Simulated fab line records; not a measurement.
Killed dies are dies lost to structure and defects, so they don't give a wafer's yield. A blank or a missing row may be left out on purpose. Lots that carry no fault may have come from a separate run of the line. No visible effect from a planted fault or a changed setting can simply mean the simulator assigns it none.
Chamber matching | flow nand harc | rie diel-03 running NHARC_A_CHANNEL_FILL_D2_ETCHBACK_20: 4 sister chambers
The step etches the open film in C4F8/O2/Ar, target depth 27 nm, time 13.5 s. 4 wafers are shown with their chamber, then 9 later ones without.

WAFERS, EACH WITH ITS CHAMBER
wafer  | chamber | rf vpp V (V)
L081.5 | 1       | 977
L085.1 | 3       | 989
L085.2 | 2       | 976
L085.3 | 0       | 972

WAFERS WITH NO CHAMBER GIVEN
wafer  | rf vpp V (V)
L087.3 | 987
L087.5 | 987
L087.6 | 973
L091.2 | 975
L091.3 | 989
L091.5 | 971
L097.3 | 976
L097.5 | 987
L097.6 | 975

THE CHAMBER EACH PASSED THROUGH
wafer  | from the rows above          | in truth
L087.3 | 3                            | 3
L087.5 | 3                            | 3
L087.6 | can't be placed: 0 or 2      | 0
L091.2 | can't be placed: 2 or 1 or 0 | 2
L091.3 | 3                            | 3
L091.5 | 0                            | 0
L097.3 | can't be placed: 2 or 1      | 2
L097.5 | 3                            | 3
L097.6 | can't be placed: 2 or 1 or 0 | 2
Placed correctly: 5 of 9. Unplaceable from these rows: 4, with the true chamber sitting among the candidates in 4. 0 placed wrongly.
How it was worked out, from the rows above alone: a wafer's distance from a chamber is the root of the sum, over the readings, of the square of ((its reading less the chamber's mean) divided by the reading's scatter). The wafer belongs to the nearest chamber; if the next one is less than 2 further off, it can't be placed. A chamber's mean is the mean of its shown wafers. The scatter: with one shown wafer a chamber, the root of the mean of the squares of how far each hidden wafer lies from its nearest shown one.
